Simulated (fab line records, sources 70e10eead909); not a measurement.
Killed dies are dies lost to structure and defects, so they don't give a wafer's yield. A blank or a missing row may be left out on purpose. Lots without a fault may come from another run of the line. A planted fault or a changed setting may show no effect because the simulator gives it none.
Chamber matching | flow nand_harc | NHARC_A_STAIRCASE_TRIM_220 on rie_diel-08: 4 sister chambers
The step chemistry O2, time 211.2 s. 14 wafers are shown with their chamber, then 7 later ones without.

WAFERS WITH THEIR CHAMBER
wafer  | chamber | showerhead_plenum_p_Torr (Torr) | drypump_motor_current_A (A) | o2_flow_sccm (sccm)
L078.1 | 1       | 3.77                            | 5.9                         | 498.3
L078.2 | 3       | 3.78                            | 5.8                         | 500.8
L078.5 | 0       | 3.57                            | 6.2                         | 499.3
L083.2 | 3       | 3.77                            | 5.8                         | 499.8
L083.4 | 1       | 3.76                            | 5.9                         | 499.4
L083.6 | 3       | 3.77                            | 5.8                         | 501.0
L084.2 | 1       | 3.76                            | 5.9                         | 497.2
L084.4 | 3       | 3.76                            | 5.8                         | 500.2
L084.6 | 0       | 3.56                            | 6.3                         | 500.6
L086.3 | 2       | 3.54                            | 5.6                         | 495.8
L086.4 | 1       | 3.76                            | 5.9                         | 500.7
L086.6 | 1       | 3.76                            | 5.9                         | 498.6
L087.2 | 1       | 3.75                            | 5.9                         | 500.8
L087.5 | 1       | 3.75                            | 5.9                         | 498.6

SIGNATURES (means of the wafers above)
reading                  | chamber 0 | chamber 1 | chamber 2 | chamber 3 | scatter within a chamber
showerhead_plenum_p_Torr | 3.5650    | 3.7586    | 3.5400    | 3.7700    | 0.00732
drypump_motor_current_A  | 6.250     | 5.900     | 5.600     | 5.800     | 0.0224
o2_flow_sccm             | 499.950   | 499.086   | 495.800   | 500.450   | 1.1
Rule: a wafer's distance from a chamber is the root of the sum, over the readings, of the square of ((its reading less the chamber's mean) divided by the reading's scatter). The wafer belongs to the nearest chamber; if the next one is less than 2 further off, it can't be placed. The scatter: the root of (the sum of the squares of (reading less its chamber's mean) over the shown wafers, divided by (wafers less chambers)).

WAFERS WITHOUT THEIR CHAMBER
wafer  | showerhead_plenum_p_Torr (Torr) | drypump_motor_current_A (A) | o2_flow_sccm (sccm)
L087.6 | 3.56                            | 6.2                         | 498.2
L089.1 | 3.76                            | 5.8                         | 498.2
L089.3 | 3.53                            | 5.6                         | 501.1
L089.6 | 3.53                            | 5.6                         | 500.9
L097.3 | 3.51                            | 5.6                         | 500.0
L097.4 | 3.54                            | 6.3                         | 495.9
L097.6 | 3.74                            | 5.8                         | 500.3

WHICH CHAMBER EACH WENT THROUGH
wafer  | from the rows above     | in truth
L087.6 | 0                       | 0
L089.1 | 3                       | 3
L089.3 | 2                       | 2
L089.6 | 2                       | 2
L097.3 | 2                       | 2
L097.4 | 0                       | 0
L097.6 | can't be placed: 3 or 1 | 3
Placed correctly: 6 of 7. Can't be placed from these rows: 1 (the true chamber is among the candidates in 1). Placed wrongly: 0.
